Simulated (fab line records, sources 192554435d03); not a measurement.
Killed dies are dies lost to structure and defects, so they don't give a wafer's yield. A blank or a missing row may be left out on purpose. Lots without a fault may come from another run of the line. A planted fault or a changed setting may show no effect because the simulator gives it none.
Split-lot experiment | flow n5_finfet | 7 lots, 21 wafers read, on a route of 1938 steps

THE SPLIT
At N5_HKMG_FIN_PEB_10 (peb time 60 s), the setting peb_time_s was moved away from the recipe's 60 s on 5 of the 21 wafers read, by -22.1% to +15.6%. The other wafers ran this setting at the recipe's value.

FROM THE SPLIT TO THE READING: what the file shows between them, 1 step
- N5_HKMG_FIN_DEVELOP_11: develop time 30 s

THE READING
cd_nm, in nm, at N5_HKMG_FIN_CD_MEAS_12 (target cd 92.8 nm). Fault-free wafers of this fab line usually give 93.1 nm, standard deviation 0.62 nm.

wafer  | tool, chamber at the split | peb_time_s as run, s | against the recipe | cd_nm, nm | against lot-mates on the recipe
L077.2 | litho_track-02, 0          | 60                   | recipe             | 94.1      | -
L077.4 | litho_track-02, 0          | 60                   | recipe             | 93.0      | -
L077.6 | litho_track-02, 0          | 60                   | recipe             | 93.6      | -
L078.3 | litho_track-01, 0          | 60                   | recipe             | 93.8      | -
L078.5 | litho_track-01, 0          | 46.72                | -22.1%             | 85.0      | -8.9
L078.6 | litho_track-01, 0          | 60                   | recipe             | 94.1      | -
L083.3 | litho_track-02, 0          | 60                   | recipe             | 93.1      | -
L083.4 | litho_track-02, 0          | 60                   | recipe             | 92.9      | -
L083.5 | litho_track-02, 0          | 60                   | recipe             | 93.7      | -
L085.2 | litho_track-01, 0          | 60                   | recipe             | 92.6      | -
L085.3 | litho_track-01, 0          | 60                   | recipe             | 91.9      | -
L085.5 | litho_track-01, 0          | 65.27                | +8.8%              | 94.2      | +2.0
L086.3 | litho_track-01, 0          | 60                   | recipe             | 93.1      | -
L086.4 | litho_track-01, 0          | 60                   | recipe             | 92.4      | -
L086.6 | litho_track-01, 0          | 69.37                | +15.6%             | 97.1      | +4.3
L089.3 | litho_track-01, 0          | 60                   | recipe             | 91.9      | -
L089.5 | litho_track-01, 0          | 60                   | recipe             | 92.9      | -
L089.6 | litho_track-01, 0          | 60                   | recipe             | 92.2      | -
L097.1 | litho_track-02, 0          | 60                   | recipe             | 92.8      | -
L097.4 | litho_track-02, 0          | 48.55                | -19.1%             | 85.0      | -7.8
L097.5 | litho_track-02, 0          | 48.55                | -19.1%             | 85.6      | -7.2

THE FIT
A straight line over all 21 wafers: cd_nm changes by +0.348 nm for each +1% of peb_time_s; r = +0.96; the points scatter about the line by 0.85 nm.
The same after taking each lot's own level away (the mean of its wafers on the recipe; 21 wafers): +0.365 nm for each +1%; r = +0.99; scatter 0.56 nm.
On that fit, the largest move of peb_time_s shifts the reading by 8.1 nm.
The lots' own levels span 92.25 to 93.95 nm, that is 2.7 times the standard deviation above.
So the lot-to-lot level changes the slope little: the two slopes agree.
Check: with one of the wafers moved furthest among these (-22.1%) left out of the fit, the line predicts -7.97 nm for it against its lot-mates. It came out at -8.95 nm against them.

THE FILE'S OWN FIT
cd_nm changes by +0.361 nm for each +1% of peb_time_s, r = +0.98.
